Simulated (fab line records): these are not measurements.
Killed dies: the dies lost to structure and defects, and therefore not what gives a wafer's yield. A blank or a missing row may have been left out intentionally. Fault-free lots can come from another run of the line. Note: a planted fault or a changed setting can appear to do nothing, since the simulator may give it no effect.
Which tool is to blame? | flow n5-finfet | route of 1938 steps, sampled at 1 step: 11 lots, 33 wafers

== WHAT THE GAUGES SHOWED, per wafer ==
N5_BEOL_M14_THK_MEAS_50: measures by xrf. Usual: M14_THK typically reads 566 nm, with standard deviation 7.9.
lot  | measured     | on            | M14_THK (nm) | flag
L737 | day 12 02:07 | film-metro-02 | 577 562 579  |
L736 | day 12 07:46 | film-metro-02 | 574 568 567  |
L743 | day 14 02:04 | film-metro-01 | 563 566 557  |
L742 | day 15 00:43 | film-metro-02 | 549 557 549  |
L746 | day 15 02:14 | film-metro-01 | 559 568 561  |
L745 | day 15 03:24 | film-metro-02 | 552 559 554  |
L748 | day 15 15:29 | film-metro-02 | 557 559 568  |
L751 | day 15 22:40 | film-metro-01 | 570 579 556  |
L753 | day 16 17:26 | film-metro-01 | 567 563 563  |
L754 | day 17 03:13 | film-metro-02 | 567 571 563  |
L755 | day 17 11:35 | film-metro-01 | 564 565 562  |

== EACH LOT AND THE TOOL THAT RAN IT (in order: tool; ch and the chambers of the sampled wafers; start) ==
The record shows no process step preceding these readings.

== AS READ BY THE TOOLS THEMSELVES (means over the sampled wafers that have a number; for cases with no such wafer, the mark the record gives instead) ==
The record holds no such reading with a usual standard deviation.

== THE ANSWER, worked out from the rows above alone ==
Rule: take the mean of a lot's wafers that have a number; if it is more than 3 standard deviations from the usual mean, the lot is off. Also off: a lot with no number at a reading for which 4 or more lots have one. All remaining lots with rows at the step are treated as sound. Order of review: gauges by route order, followed by the tools' own readings, for which a lot's mean as printed above is used. The first step at which some lot is off is used, and at that step the reading that is off furthest; a lot without a number counts as furthest.
Nothing can be told from this: no lot is off at any reading shown.

== WHAT WAS PUT IN BY THE SIMULATOR ==
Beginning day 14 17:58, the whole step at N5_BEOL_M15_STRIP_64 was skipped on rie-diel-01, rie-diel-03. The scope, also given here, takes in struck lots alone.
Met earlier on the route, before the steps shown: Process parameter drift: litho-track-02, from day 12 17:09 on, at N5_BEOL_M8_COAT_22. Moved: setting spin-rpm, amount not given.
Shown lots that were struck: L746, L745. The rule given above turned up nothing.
